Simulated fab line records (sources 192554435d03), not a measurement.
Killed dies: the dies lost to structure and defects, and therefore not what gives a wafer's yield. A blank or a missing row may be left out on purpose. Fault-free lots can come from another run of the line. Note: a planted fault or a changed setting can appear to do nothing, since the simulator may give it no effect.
Chamber matching || flow n5Finfet || N5_MOL_CONTACT_COAG_ETCHBACK_132 on rieDiel-02 has 4 sister chambers
The step etches SiO2 in CHF3, target depth 10 nm, time 6.7 s. 18 wafers are shown with their chamber, then 9 later ones without.

EACH WAFER AND ITS CHAMBER
{"wafer": "L077.3", "chamber": 2, "drypumpMotorCurrentA (A)": 5.2, "showerheadPlenumPTorr (Torr)": 2.46, "throttleValvePct (%)": 19.06}
{"wafer": "L077.5", "chamber": 1, "drypumpMotorCurrentA (A)": 6.2, "showerheadPlenumPTorr (Torr)": 2.47, "throttleValvePct (%)": 18.70}
{"wafer": "L077.6", "chamber": 2, "drypumpMotorCurrentA (A)": 5.2, "showerheadPlenumPTorr (Torr)": 2.46, "throttleValvePct (%)": 19.06}
{"wafer": "L078.1", "chamber": 0, "drypumpMotorCurrentA (A)": 5.3, "showerheadPlenumPTorr (Torr)": 2.25, "throttleValvePct (%)": 18.50}
{"wafer": "L078.2", "chamber": 2, "drypumpMotorCurrentA (A)": 5.2, "showerheadPlenumPTorr (Torr)": 2.46, "throttleValvePct (%)": 19.06}
{"wafer": "L078.5", "chamber": 0, "drypumpMotorCurrentA (A)": 5.3, "showerheadPlenumPTorr (Torr)": 2.25, "throttleValvePct (%)": 18.49}
{"wafer": "L081.1", "chamber": 2, "drypumpMotorCurrentA (A)": 5.3, "showerheadPlenumPTorr (Torr)": 2.46, "throttleValvePct (%)": 19.04}
{"wafer": "L081.5", "chamber": 2, "drypumpMotorCurrentA (A)": 5.3, "showerheadPlenumPTorr (Torr)": 2.46, "throttleValvePct (%)": 19.07}
{"wafer": "L081.6", "chamber": 3, "drypumpMotorCurrentA (A)": 5.6, "showerheadPlenumPTorr (Torr)": 2.40, "throttleValvePct (%)": 18.77}
{"wafer": "L085.1", "chamber": 3, "drypumpMotorCurrentA (A)": 5.6, "showerheadPlenumPTorr (Torr)": 2.39, "throttleValvePct (%)": 18.79}
{"wafer": "L085.4", "chamber": 2, "drypumpMotorCurrentA (A)": 5.2, "showerheadPlenumPTorr (Torr)": 2.45, "throttleValvePct (%)": 19.09}
{"wafer": "L085.6", "chamber": 3, "drypumpMotorCurrentA (A)": 5.6, "showerheadPlenumPTorr (Torr)": 2.39, "throttleValvePct (%)": 18.81}
{"wafer": "L086.1", "chamber": 2, "drypumpMotorCurrentA (A)": 5.3, "showerheadPlenumPTorr (Torr)": 2.45, "throttleValvePct (%)": 19.08}
{"wafer": "L086.3", "chamber": 1, "drypumpMotorCurrentA (A)": 6.2, "showerheadPlenumPTorr (Torr)": 2.46, "throttleValvePct (%)": 18.74}
{"wafer": "L086.5", "chamber": 2, "drypumpMotorCurrentA (A)": 5.2, "showerheadPlenumPTorr (Torr)": 2.45, "throttleValvePct (%)": 19.07}
{"wafer": "L087.1", "chamber": 0, "drypumpMotorCurrentA (A)": 5.3, "showerheadPlenumPTorr (Torr)": 2.25, "throttleValvePct (%)": 18.50}
{"wafer": "L087.4", "chamber": 1, "drypumpMotorCurrentA (A)": 6.2, "showerheadPlenumPTorr (Torr)": 2.46, "throttleValvePct (%)": 18.75}
{"wafer": "L087.5", "chamber": 1, "drypumpMotorCurrentA (A)": 6.2, "showerheadPlenumPTorr (Torr)": 2.46, "throttleValvePct (%)": 18.74}

SIGNATURES (means of the wafers above)
{"reading": "drypumpMotorCurrentA", "chamber 0": 5.300, "chamber 1": 6.200, "chamber 2": 5.237, "chamber 3": 5.600, "scatter within a chamber": 0.0366}
{"reading": "showerheadPlenumPTorr", "chamber 0": 2.2500, "chamber 1": 2.4625, "chamber 2": 2.4562, "chamber 3": 2.3933, "scatter within a chamber": 0.00485}
{"reading": "throttleValvePct", "chamber 0": 18.4967, "chamber 1": 18.7325, "chamber 2": 19.0663, "chamber 3": 18.7900, "scatter within a chamber": 0.0168}
Rule: a wafer lies at a distance from a chamber equal to the root of the sum of squares, over the readings, of (its reading less the chamber's mean, divided by the reading's scatter). The wafer belongs to the nearest chamber; if the next one is less than 2 further off, it can't be placed. The scatter: take each reading less its chamber's mean, square it, sum over the shown wafers, divide by the number of wafers less the number of chambers, and take the root.

WAFERS WITH NO CHAMBER GIVEN
{"wafer": "L090.1", "drypumpMotorCurrentA (A)": 5.6, "showerheadPlenumPTorr (Torr)": 2.39, "throttleValvePct (%)": 18.81}
{"wafer": "L090.2", "drypumpMotorCurrentA (A)": 5.3, "showerheadPlenumPTorr (Torr)": 2.25, "throttleValvePct (%)": 18.51}
{"wafer": "L090.5", "drypumpMotorCurrentA (A)": 5.3, "showerheadPlenumPTorr (Torr)": 2.45, "throttleValvePct (%)": 19.09}
{"wafer": "L091.2", "drypumpMotorCurrentA (A)": 6.2, "showerheadPlenumPTorr (Torr)": 2.46, "throttleValvePct (%)": 18.73}
{"wafer": "L091.3", "drypumpMotorCurrentA (A)": 5.3, "showerheadPlenumPTorr (Torr)": 2.25, "throttleValvePct (%)": 18.52}
{"wafer": "L091.6", "drypumpMotorCurrentA (A)": 5.2, "showerheadPlenumPTorr (Torr)": 2.45, "throttleValvePct (%)": 19.08}
{"wafer": "L097.1", "drypumpMotorCurrentA (A)": 5.2, "showerheadPlenumPTorr (Torr)": 2.44, "throttleValvePct (%)": 19.12}
{"wafer": "L097.3", "drypumpMotorCurrentA (A)": 5.6, "showerheadPlenumPTorr (Torr)": 2.38, "throttleValvePct (%)": 18.84}
{"wafer": "L097.5", "drypumpMotorCurrentA (A)": 6.2, "showerheadPlenumPTorr (Torr)": 2.46, "throttleValvePct (%)": 18.76}

WHICH CHAMBER EACH WENT THROUGH
{"wafer": "L090.1", "from the rows above": 3, "in truth": 3}
{"wafer": "L090.2", "from the rows above": 0, "in truth": 0}
{"wafer": "L090.5", "from the rows above": 2, "in truth": 2}
{"wafer": "L091.2", "from the rows above": 1, "in truth": 1}
{"wafer": "L091.3", "from the rows above": 0, "in truth": 0}
{"wafer": "L091.6", "from the rows above": 2, "in truth": 2}
{"wafer": "L097.1", "from the rows above": 2, "in truth": 2}
{"wafer": "L097.3", "from the rows above": 3, "in truth": 3}
{"wafer": "L097.5", "from the rows above": 1, "in truth": 1}
Correctly placed: 9 of 9. From these rows, 0 cannot be placed. Wrongly placed: 0.
